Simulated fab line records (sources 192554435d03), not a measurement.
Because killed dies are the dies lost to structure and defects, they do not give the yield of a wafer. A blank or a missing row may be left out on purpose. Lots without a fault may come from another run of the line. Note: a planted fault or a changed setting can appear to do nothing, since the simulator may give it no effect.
fab line records    flow n5Finfet
record: lots: 7  wafers: 21
route steps=1938 shown BEOL_M1@800 BEOL_M2@881 BEOL_M3@950 BEOL_M4@1059
startH: hours from the record's first day to the start of the lot's first wafer shown    waitH: how many hours have passed since the lot's step before this one    " as in the row above    L1.1+2: a row that stands for several wafers    - either no value or no given start    * or withheld: withheld    < > ~ a bound
route shown NAME@n: NAME is a module with steps in the file, n the number in the route of the first one    usual: mean/standard deviation of fault-free wafers    same: alike in all rows    chamber/n: place in a boat    sites: the reading at each site    _std_site: how widely they spread, as a standard deviation    _edge_site: inner sites' mean taken away from outer sites' mean    radiusMm: for every site, how far away it sits from the centre of the wafer    mask NAME#n: copy n    behind: the most recent tool/chamber to have shaped the wafer    hold: cause of the lot's hold/its duration in hours/its outcome    device: the transistor (n, p or np) that didn't switch    end of line: the route-end tests of the same wafers    a step with no rows: only its recipe    killed: the dies lost at the first sort to structure and to defects; this is not the yield of the wafer    map: the dies of a wafer, with x for killed, . for not killed, _ for no die there
set.NAME: the run value of the setting; set.NAME@STEP: its run value at that earlier step    model.NAME: the simulator's own value behind a step, which no gauge read
one table per step and one row per wafer, for lots whose settings were changed on purpose
== steps ==
step: N5_BEOL_M1_TRENCH_ETCH_37
recipe: chemistry: C4F6/O2  targetDepthA: 552.07  target: SiOC  timeS: 29  ionEnergyEv: 250  pressureMtorr: 30  sourceW: 355  biasW: 185  Ar_flow_sccm: 300  C4F6_flow_sccm: 10  O2_flow_sccm: 10
usual: rfVppV: 667/8.1
lot.wafer  tool        chamber  startH  waitH  set.sourceW  rfVppV  model.BEOL_M1.featureDepthNm  model.etch.depthNm
L074.1     rieDiel-04  1        -       -      355          680     55.4                          55.36
L074.3     "           3        "       "      355          673     54.4                          54.43
L074.4     "           2        "       "      355          662     55.2                          55.27
L078.1     rieDiel-02  1        -       -      371.2        650     56.6                          56.56
L078.2     "           2        "       "      355          668     55                            54.9
L078.5     "           1        "       "      355          668     55.4                          55.36
L079.1     rieDiel-04  2        -       -      355          660     55.6                          55.69
L079.3     "           0        "       "      355          673     55.6                          55.63
L079.4     "           1        "       "      355          677     55.2                          55.15
L084.1     rieDiel-04  0        -       -      355          671     55                            55.01
L084.2     "           3        "       "      355          672     55                            55.01
L084.4     "           0        "       "      355          672     55.2                          55.3
L085.3     rieDiel-05  3        -       -      355          658     55.6                          55.63
L085.4     "           1        "       "      382.2        622     55.2                          55.1
L085.5     "           1        "       "      355          645     53.6                          53.51
L086.1     rieDiel-02  2        -       -      413.4        617     57.2                          57.26
L086.3     "           3        "       "      413.4        612     57.4                          57.31
L086.5     "           2        "       "      355          667     54.2                          54.25
L089.3     rieDiel-02  3        -       -      355          658     54.8                          54.83
L089.5     "           0        "       "      414.4        624     58.6                          58.67
L089.6     "           3        "       "      414.4        609     58.2                          58.28
step: N5_BEOL_M1_ETCH_41
recipe: chemistry: CH3F/O2  target: SiCN  targetDepthA: 319  taperDeg: 2  timeS: 57.8  ionEnergyEv: 120  maskMaterial: TiN  pressureMtorr: 30  sourceW: 395  biasW: 75  Ar_flow_sccm: 150  CH3F_flow_sccm: 30  O2_flow_sccm: 20
step: N5_BEOL_M1_STRIP_97
recipe: chemistry: N2/H2  timeS: 10  powerW: 450  tempC: 40  pressureMtorr: 20  rfFrequencyHz: 6e+07  biasPowerW: 7  n2FlowSccm: 200  h2FlowSccm: 200
step: N5_BEOL_M1_OCD_MEAS_38
usual: trenchDepthNm: 54.9/0.75
lot.wafer  tool    chamber  startH  waitH  set.sourceW@BEOL_M1_TRENCH_ETCH_37  trenchDepthNm
L074.1     ocd-01  -        121.39  -      355                                 55.8
L074.3     "       -        "       "      355                                 54.4
L074.4     "       -        "       "      355                                 55.2
L078.1     ocd-02  -        142.37  -      371.2                               56.7
L078.2     "       -        "       "      355                                 55.7
L078.5     "       -        "       "      355                                 55.9
L079.1     ocd-02  -        148.29  -      355                                 55.6
L079.3     "       -        "       "      355                                 55.5
L079.4     "       -        "       "      355                                 55.1
L084.1     ocd-01  -        186.18  -      355                                 55.4
L084.2     "       -        "       "      355                                 54.9
L084.4     "       -        "       "      355                                 55.5
L085.3     ocd-01  -        194.07  -      355                                 55.8
L085.4     "       -        "       "      382.2                               55.6
L085.5     "       -        "       "      355                                 53.3
L086.1     ocd-01  -        201.45  -      413.4                               57.0
L086.3     "       -        "       "      413.4                               57.3
L086.5     "       -        "       "      355                                 54.0
L089.3     ocd-02  -        219.99  -      355                                 54.9
L089.5     "       -        "       "      414.4                               58.7
L089.6     "       -        "       "      414.4                               58.5
step: N5_BEOL_M2_ETCH_69
recipe: chemistry: CF4  target: SiARC  targetDepthA: 156  maskMaterial: CAR-EUV  timeS: 26  ionEnergyEv: 80  pressureMtorr: 40  sourceW: 545  biasW: 36  Ar_flow_sccm: 100  cf4FlowSccm: 100  ends: cleared
usual: rfVppV: 184.1/1.1
lot.wafer  tool        chamber  startH  waitH  set.biasW  rfVppV
L074.1     rieDiel-01  3        128.68  0.0    36         185.3
L074.3     "           1        "       "      36         183.8
L074.4     "           2        "       "      36         183.7
L078.1     rieDiel-01  3        150.09  0.0    38.53      194.1
L078.2     "           2        "       "      38.53      195.0
L078.5     "           3        "       "      36         184.1
L079.1     rieDiel-01  0        156.54  0.0    40.42      197.2
L079.3     "           3        "       "      36         184.3
L079.4     "           0        "       "      40.42      196.5
L084.1     rieDiel-01  0        193.55  0.0    36         183.1
L084.2     "           3        "       "      40.11      198.0
L084.4     "           1        "       "      36         183.8
L085.3     rieDiel-01  1        200.58  0.0    36         183.7
L085.4     "           2        "       "      37.62      190.3
L085.5     "           3        "       "      37.62      190.4
L086.1     rieDiel-01  3        207.17  0.0    36         184.6
L086.3     "           0        "       "      36         183.6
L086.5     "           3        "       "      36         185.6
L089.3     rieDiel-03  0        227.24  0.0    41.87      205.2
L089.5     "           2        "       "      41.87      202.5
L089.6     "           0        "       "      36         185.2
step: N5_BEOL_M2_TRENCH_ETCH_37
recipe: chemistry: C4F6/O2  targetDepthA: 555.55  target: SiOC  timeS: 29.2  ionEnergyEv: 250  pressureMtorr: 30  sourceW: 355  biasW: 185  Ar_flow_sccm: 300  C4F6_flow_sccm: 10  O2_flow_sccm: 10
usual: rfVppV: 666/8.1
lot.wafer  tool        chamber  startH  waitH  set.biasW  rfVppV  model.BEOL_M2.featureDepthNm  model.etch.depthNm
L074.1     rieDiel-01  2        -       -      185        659     54.6                          54.55
L074.3     "           3        "       "      185        675     56.2                          56.22
L074.4     "           0        "       "      185        667     55.6                          55.51
L078.1     rieDiel-06  3        -       -      185        674     55.4                          55.33
L078.2     "           1        "       "      163        613     53.4                          53.43
L078.5     "           1        "       "      163        614     53.6                          53.69
L079.1     rieDiel-01  2        -       -      185        659     54.2                          54.27
L079.3     "           1        "       "      185        651     55.2                          55.2
L079.4     "           0        "       "      185        667     55.8                          55.89
L084.1     rieDiel-03  1        -       -      156.8      583     52.4                          52.32
L084.2     "           2        "       "      185        669     55.6                          55.51
L084.4     "           3        "       "      185        672     56.6                          56.61
L085.3     rieDiel-03  0        -       -      151.7      571     53.2                          53.3
L085.4     "           2        "       "      151.7      570     51.6                          51.63
L085.5     "           0        "       "      185        667     56.6                          56.67
L086.1     rieDiel-01  3        -       -      171.1      636     55                            54.95
L086.3     "           2        "       "      171.1      617     53                            53.03
L086.5     "           0        "       "      185        667     54.8                          54.73
L089.3     rieDiel-06  0        -       -      152.3      557     52.4                          52.36
L089.5     "           0        "       "      185        650     55.6                          55.68
L089.6     "           3        "       "      185        674     54.8                          54.87
step: N5_BEOL_M2_ETCH_41
recipe: chemistry: CH3F/O2  target: SiCN  targetDepthA: 299  taperDeg: 2  timeS: 52.5  ionEnergyEv: 120  maskMaterial: TiN  pressureMtorr: 30  sourceW: 395  biasW: 75  Ar_flow_sccm: 150  CH3F_flow_sccm: 30  O2_flow_sccm: 20
step: N5_BEOL_M2_STRIP_97
recipe: chemistry: N2/H2  timeS: 10  powerW: 450  tempC: 40  pressureMtorr: 20  rfFrequencyHz: 6e+07  biasPowerW: 7  n2FlowSccm: 200  h2FlowSccm: 200
step: N5_BEOL_M2_OCD_MEAS_38
usual: trenchDepthNm: 55.4/0.9
lot.wafer  tool    chamber  startH  waitH  set.biasW@BEOL_M2_TRENCH_ETCH_37  trenchDepthNm
L074.1     ocd-01  -        138.49  -      185                               54.3
L074.3     "       -        "       "      185                               56.7
L074.4     "       -        "       "      185                               55.7
L078.1     ocd-02  -        151.53  -      185                               55.9
L078.2     "       -        "       "      163                               53.5
L078.5     "       -        "       "      163                               53.6
L079.1     ocd-02  -        160.81  -      185                               54.4
L079.3     "       -        "       "      185                               55.5
L079.4     "       -        "       "      185                               55.7
L084.1     ocd-02  -        198.49  -      156.8                             52.7
L084.2     "       -        "       "      185                               55.2
L084.4     "       -        "       "      185                               56.6
L085.3     ocd-01  -        201.19  -      151.7                             52.9
L085.4     "       -        "       "      151.7                             51.2
L085.5     "       -        "       "      185                               56.8
L086.1     ocd-02  -        212.09  -      171.1                             54.9
L086.3     "       -        "       "      171.1                             53.4
L086.5     "       -        "       "      185                               54.6
L089.3     ocd-01  -        227.85  -      152.3                             52.7
L089.5     "       -        "       "      185                               55.7
L089.6     "       -        "       "      185                               54.8
step: N5_BEOL_M3_ETCH_64
recipe: chemistry: N2/H2  target: SOC  targetDepthA: 750  overetchA: 150  maskMaterial: SiARC  tempC: 40  timeS: 112.5  ionEnergyEv: 200  pressureMtorr: 30  sourceW: 840  biasW: 150  n2FlowSccm: 200  h2FlowSccm: 200
lot.wafer   tool        chamber  startH  waitH  set.timeS
L074.1+3+4  rieDiel-04  0,1,2    143.81  0.0    112.5
L078.1+2+5  rieDiel-04  3,0,3    158.04  0.0    112.5
L079.1+3+4  rieDiel-05  1,2,0    167.54  0.0    91.96
L084.1+4    rieDiel-02  1,0      204.19  0.0    112.5
L084.2      "           2        "       "      128.1
L085.3+5    rieDiel-05  1,3      206.12  0.0    122
L085.4      "           3        "       "      112.5
L086.1+3+5  rieDiel-04  2,1,3    217.79  0.0    112.5
L089.3+5+6  rieDiel-05  2,0,3    235.19  0.0    112.5
step: N5_BEOL_M3_STRIP_65
recipe: chemistry: N2/H2  tempC: 40  n2FlowSccm: 200  h2FlowSccm: 200  rfFrequencyHz: 6e+07
step: N5_BEOL_M3_STRIP_75
recipe: chemistry: N2/H2  tempC: 40  n2FlowSccm: 200  h2FlowSccm: 200  rfFrequencyHz: 6e+07
step: N5_BEOL_M3_STRIP_66
recipe: chemistry: CF4  resist: SiARC  powerW: 300  biasPowerW: 75  pressureMtorr: 50  cf4FlowSccm: 150  rfFrequencyHz: 6e+07
step: N5_BEOL_M3_HM_OPEN_17
recipe: chemistry: Cl2/BCl3  targetDepthA: 200  overetchA: 60  target: TiN  maskMaterial: SOC  ionEnergyEv: 150  pressureMtorr: 10  icpW: 1000  biasW: 126  Cl2_flow_sccm: 53.25  bcl3FlowSccm: 21.75  Ar_flow_sccm: 25
lot.wafer  tool         chamber  startH  waitH  set.timeS@BEOL_M3_ETCH_64  model.etch.depthNm
L074.1     rieMetal-03  1        143.97  0.0    112.5                      19.74
L074.3+4   "            1,0      "       "      112.5                      19.73
L078.1     rieMetal-03  1        158.21  0.0    112.5                      20.07
L078.2     "            0        "       "      112.5                      20.1
L078.5     "            0        "       "      112.5                      20.25
L079.1     rieMetal-02  0        167.70  0.0    91.96                      19.84
L079.3     "            1        "       "      91.96                      19.93
L079.4     "            0        "       "      91.96                      20.18
L084.1     rieMetal-03  0        204.35  0.0    112.5                      19.89
L084.2     "            1        "       "      128.1                      18.4
L084.4     "            1        "       "      112.5                      19.97
L085.3     rieMetal-01  0        206.32  0.1    122                        19.22
L085.4     "            1        "       "      112.5                      20.1
L085.5     "            1        "       "      122                        18.97
L086.1     rieMetal-03  1        217.95  0.0    112.5                      19.85
L086.3     "            0        "       "      112.5                      19.9
L086.5     "            1        "       "      112.5                      19.82
L089.3     rieMetal-02  0        235.39  0.1    112.5                      19.68
L089.5     "            0        "       "      112.5                      19.73
L089.6     "            1        "       "      112.5                      19.71
step: N5_BEOL_M3_COAT_22
recipe: resist: CAR-EUV  spinRpm: 1500  resistThkNm: 30
lot.wafer   tool           chamber  startH  waitH  set.spinRpm  model.CAR-EUV_of_BEOL_M3_COAT_22.thkNm
L074.1+3    lithoTrack-05  0        -       -      1500         30
L074.4      "              0        "       "      1500         30.2
L078.1      lithoTrack-02  0        -       -      1500         30
L078.2+5    "              0        "       "      1612         29
L079.1+3+4  lithoTrack-02  0        -       -      1500         30
L084.1+2+4  lithoTrack-05  0        -       -      1356         31.4
L085.3+4    lithoTrack-02  0        -       -      1500         30
L085.5      "              0        "       "      1500         30.2
L086.1      lithoTrack-02  0        -       -      1340         31.8
L086.3+5    "              0        "       "      1500         30
L089.3+6    lithoTrack-04  0        -       -      1332         31.8
L089.5      "              0        "       "      1500         30
step: N5_BEOL_M3_EBR_24
recipe: solvent: PGMEA  ebrWidthMm: 1.5
step: N5_BEOL_M3_SOFTBAKE_23
recipe: tempC: 110  timeS: 60  resist: CAR-EUV
step: N5_BEOL_M3_DESCUM_33
recipe: chemistry: O2  timeS: 7  sourcePowerW: 50  biasPowerW: 20  pressureMtorr: 20  rfFrequencyHz: 2.712e+07  tempC: 40  resist: CAR-EUV  o2FlowSccm: 225
lot.wafer   tool        chamber  startH  waitH  set.spinRpm@BEOL_M3_COAT_22  model.CAR-EUV_of_BEOL_M3_COAT_22.thkNm
L074.1+3+4  rieDiel-04  1,3,2    144.61  0.0    1500                         26.2
L078.1      rieDiel-02  1        159.00  0.0    1500                         26.2
L078.2      "           2        "       "      1612                         25.2
L078.5      "           1        "       "      1612                         25
L079.1+3+4  rieDiel-04  2,0,1    168.61  0.0    1500                         26.2
L084.1+2+4  rieDiel-02  1,0,2    205.00  0.0    1356                         27.6
L085.3+4    rieDiel-04  0,2      207.26  0.1    1500                         26
L085.5      "           0        "       "      1500                         26.2
L086.1      rieDiel-04  0        218.58  0.0    1340                         28
L086.3+5    "           1        "       "      1500                         26.2
L089.3+6    rieDiel-05  1,3      236.20  0.0    1332                         28
L089.5      "           2        "       "      1500                         26
step: N5_BEOL_M4_DESCUM_33
recipe: chemistry: O2  timeS: 7  sourcePowerW: 50  biasPowerW: 20  pressureMtorr: 20  rfFrequencyHz: 2.712e+07  tempC: 40  resist: CAR-EUV  o2FlowSccm: 225
lot.wafer  tool        chamber  startH  waitH  set.timeS  model.CAR-EUV_of_BEOL_M4_COAT_22.thkNm
L074.1+3   rieDiel-06  1,3      152.98  0.0    7          26.2
L074.4     "           0        "       "      7          26
L078.1+5   rieDiel-01  1,2      176.54  0.0    7          26.2
L078.2     "           2        "       "      5.969      26.8
L079.1     rieDiel-06  1        177.39  0.3    8.302      25.6
L079.3+4   "           2,3      "       "      7          26.2
L084.1     rieDiel-01  2        218.47  0.0    7          26.2
L084.2     "           0        "       "      5.774      26.6
L084.4     "           3        "       "      7          26
L085.3+4   rieDiel-06  1,3      218.82  0.0    7          26.2
L085.5     "           2        "       "      6.449      26.2
L086.1     rieDiel-03  0        226.16  0.1    5.605      26.6
L086.3+5   "           3        "       "      7          26.2
L089.3+6   rieDiel-03  3,2      251.25  2.3    8.214      25.6
L089.5     "           1        "       "      7          26.2
step: N5_BEOL_M4_ETCH_77
recipe: chemistry: N2/H2  target: underlayer  targetDepthA: 65  maskMaterial: CAR-EUV  timeS: 5.2  ionEnergyEv: 200  pressureMtorr: 30  sourceW: 840  biasW: 150  n2FlowSccm: 200  h2FlowSccm: 200  ends: cleared
lot.wafer  tool        chamber  startH  waitH  set.timeS@BEOL_M4_DESCUM_33  model.CAR-EUV_of_BEOL_M4_COAT_22.thkNm
L074.1+3   rieDiel-06  1,3      153.01  0.0    7                            20.4
L074.4     "           0        "       "      7                            20.2
L078.1+5   rieDiel-01  1,2      176.57  0.0    7                            20.4
L078.2     "           2        "       "      5.969                        21
L079.1     rieDiel-06  1        177.42  0.0    8.302                        20
L079.3     "           2        "       "      7                            20.4
L079.4     "           3        "       "      7                            20.6
L084.1+4   rieDiel-01  2,3      218.50  0.0    7                            20.4
L084.2     "           0        "       "      5.774                        21
L085.3+4   rieDiel-06  1,3      218.86  0.0    7                            20.4
L085.5     "           2        "       "      6.449                        20.6
L086.1     rieDiel-03  0        226.19  0.0    5.605                        21
L086.3+5   "           3        "       "      7                            20.4
L089.3     rieDiel-03  3        251.29  0.0    8.214                        20
L089.5     "           1        "       "      7                            20.4
L089.6     "           2        "       "      8.214                        19.8
step: N5_BEOL_M4_ETCH_69
recipe: chemistry: CF4  target: SiARC  targetDepthA: 156  maskMaterial: CAR-EUV  timeS: 26  ionEnergyEv: 80  pressureMtorr: 40  sourceW: 545  biasW: 36  Ar_flow_sccm: 100  cf4FlowSccm: 100  ends: cleared
lot.wafer  tool        chamber  startH  waitH  set.timeS@BEOL_M4_DESCUM_33  model.CAR-EUV_of_BEOL_M4_COAT_22.thkNm
L074.1+3   rieDiel-06  1,3      153.03  0.0    7                            11.2
L074.4     "           0        "       "      7                            11
L078.1+5   rieDiel-01  1,2      176.59  0.0    7                            11.2
L078.2     "           2        "       "      5.969                        11.8
L079.1     rieDiel-06  1        177.44  0.0    8.302                        10.8
L079.3     "           2        "       "      7                            11.2
L079.4     "           3        "       "      7                            11.4
L084.1     rieDiel-01  2        218.52  0.0    7                            11
L084.2     "           0        "       "      5.774                        11.8
L084.4     "           3        "       "      7                            11.2
L085.3+4   rieDiel-06  1,3      218.87  0.0    7                            11.2
L085.5     "           2        "       "      6.449                        11.4
L086.1     rieDiel-03  0        226.21  0.0    5.605                        11.8
L086.3+5   "           3        "       "      7                            11.2
L089.3+6   rieDiel-03  3,2      251.30  0.0    8.214                        10.6
L089.5     "           1        "       "      7                            11.2
step: N5_BEOL_M4_ALD_98
recipe: material: SiO2  targetThkA: 25  tempC: 100  aldPrecursorFamily: BDEAS  aldCoReactant: O2-plasma  pulseTimeS: 1  coReactantPulseTimeS: 1  purgeTimeS: 2  coReactantPurgeTimeS: 2  aldCycles: 17  pressureTorr: 2
step: N5_BEOL_M4_ETCHBACK_99
recipe: chemistry: CHF3  target: SiO2  targetDepthA: 50  timeS: 10.4  sourceW: 215  biasW: 47  Ar_flow_sccm: 200  CHF3_flow_sccm: 12  ionEnergyEv: 100  pressureMtorr: 30
lot.wafer  tool        chamber  startH  waitH  set.timeS@BEOL_M4_DESCUM_33  model.CAR-EUV_of_BEOL_M4_COAT_22.thkNm
L074.1     rieDiel-03  2        155.14  2.0    7                            10.6
L074.3+4   "           0,3      "       "      7                            10.4
L078.1+5   rieDiel-03  0,1      178.04  1.3    7                            10.4
L078.2     "           1        "       "      5.969                        11
L079.1     rieDiel-06  3        178.09  0.5    8.302                        10
L079.3     "           1        "       "      7                            10.4
L079.4     "           2        "       "      7                            10.6
L084.1+4   rieDiel-01  1,0      218.79  0.1    7                            10.4
L084.2     "           3        "       "      5.774                        11
L085.3+4   rieDiel-01  3,1      219.32  0.1    7                            10.4
L085.5     "           2        "       "      6.449                        10.6
L086.1     rieDiel-03  3        226.46  0.1    5.605                        11
L086.3     "           2        "       "      7                            10.4
L086.5     "           2        "       "      7                            10.6
L089.3     rieDiel-03  0        252.27  0.7    8.214                        10
L089.5     "           0        "       "      7                            10.4
L089.6     "           1        "       "      8.214                        9.8
step: N5_BEOL_M4_TRENCH_ETCH_37
recipe: chemistry: C4F6/O2  targetDepthA: 555.55  target: SiOC  timeS: 29.2  ionEnergyEv: 250  pressureMtorr: 30  sourceW: 355  biasW: 185  Ar_flow_sccm: 300  C4F6_flow_sccm: 10  O2_flow_sccm: 10
usual: rfVppV: 667/8
lot.wafer  tool        chamber  startH  waitH  set.biasW  rfVppV
L074.1     rieDiel-03  2        -       -      185        668
L074.3     "           0        "       "      185        669
L074.4     "           3        "       "      185        671
L078.1     rieDiel-03  0        -       -      164.9      609
L078.2     "           1        "       "      185        664
L078.5     "           1        "       "      164.9      606
L079.1     rieDiel-06  3        -       -      185        675
L079.3     "           1        "       "      194.5      704
L079.4     "           2        "       "      194.5      702
L084.1     rieDiel-01  1        -       -      161.7      585
L084.2     "           3        "       "      161.7      606
L084.4     "           0        "       "      185        667
L085.3     rieDiel-01  3        -       -      185        675
L085.4     "           1        "       "      185        650
L085.5     "           2        "       "      185        656
L086.1     rieDiel-03  3        -       -      185        671
L086.3     "           2        "       "      166.7      613
L086.5     "           2        "       "      185        668
L089.3     rieDiel-03  0        -       -      207.2      730
L089.5     "           0        "       "      185        667
L089.6     "           1        "       "      207.2      725
== key ==
split: step: N5_BEOL_M1_TRENCH_ETCH_37  setting: sourceW  stated: 355  by: wafer
response: step: N5_BEOL_M1_TRENCH_ETCH_37  reading: rfVppV  change: -2.95  per: 1%  r: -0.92
response: step: N5_BEOL_M1_TRENCH_ETCH_37  reading: model.BEOL_M1.featureDepthNm  change: +0.194  per: 1%  r: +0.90
response: step: N5_BEOL_M1_TRENCH_ETCH_37  reading: model.etch.depthNm  change: +0.193  per: 1%  r: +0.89
response: step: N5_BEOL_M1_OCD_MEAS_38  reading: trenchDepthNm  change: +0.202  per: 1%  r: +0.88
split: step: N5_BEOL_M2_ETCH_69  setting: biasW  stated: 36  by: wafer
response: step: N5_BEOL_M2_ETCH_69  reading: rfVppV  change: +1.18  per: 1%  r: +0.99
split: step: N5_BEOL_M2_TRENCH_ETCH_37  setting: biasW  stated: 185  by: wafer
response: step: N5_BEOL_M2_TRENCH_ETCH_37  reading: rfVppV  change: +5.59  per: 1%  r: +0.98
response: step: N5_BEOL_M2_TRENCH_ETCH_37  reading: model.BEOL_M2.featureDepthNm  change: +0.197  per: 1%  r: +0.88
response: step: N5_BEOL_M2_TRENCH_ETCH_37  reading: model.etch.depthNm  change: +0.198  per: 1%  r: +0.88
response: step: N5_BEOL_M2_OCD_MEAS_38  reading: trenchDepthNm  change: +0.197  per: 1%  r: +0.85
split: step: N5_BEOL_M3_ETCH_64  setting: timeS  stated: 112.5  by: wafer
response: step: N5_BEOL_M3_HM_OPEN_17  reading: model.etch.depthNm  change: -0.113  per: 1%  r: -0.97
split: step: N5_BEOL_M3_COAT_22  setting: spinRpm  stated: 1500  by: wafer
response: step: N5_BEOL_M3_COAT_22  reading: model.CAR-EUV_of_BEOL_M3_COAT_22.thkNm  change: -0.159  per: 1%  r: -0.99
response: step: N5_BEOL_M3_DESCUM_33  reading: model.CAR-EUV_of_BEOL_M3_COAT_22.thkNm  change: -0.169  per: 1%  r: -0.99
split: step: N5_BEOL_M4_DESCUM_33  setting: timeS  stated: 7  by: wafer
response: step: N5_BEOL_M4_DESCUM_33  reading: model.CAR-EUV_of_BEOL_M4_COAT_22.thkNm  change: -0.0289  per: 1%  r: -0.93
response: step: N5_BEOL_M4_ETCH_77  reading: model.CAR-EUV_of_BEOL_M4_COAT_22.thkNm  change: -0.0312  per: 1%  r: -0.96
response: step: N5_BEOL_M4_ETCH_69  reading: model.CAR-EUV_of_BEOL_M4_COAT_22.thkNm  change: -0.0333  per: 1%  r: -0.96
response: step: N5_BEOL_M4_ETCHBACK_99  reading: model.CAR-EUV_of_BEOL_M4_COAT_22.thkNm  change: -0.03  per: 1%  r: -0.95
split: step: N5_BEOL_M4_TRENCH_ETCH_37  setting: biasW  stated: 185  by: wafer
response: step: N5_BEOL_M4_TRENCH_ETCH_37  reading: rfVppV  change: +5.37  per: 1%  r: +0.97
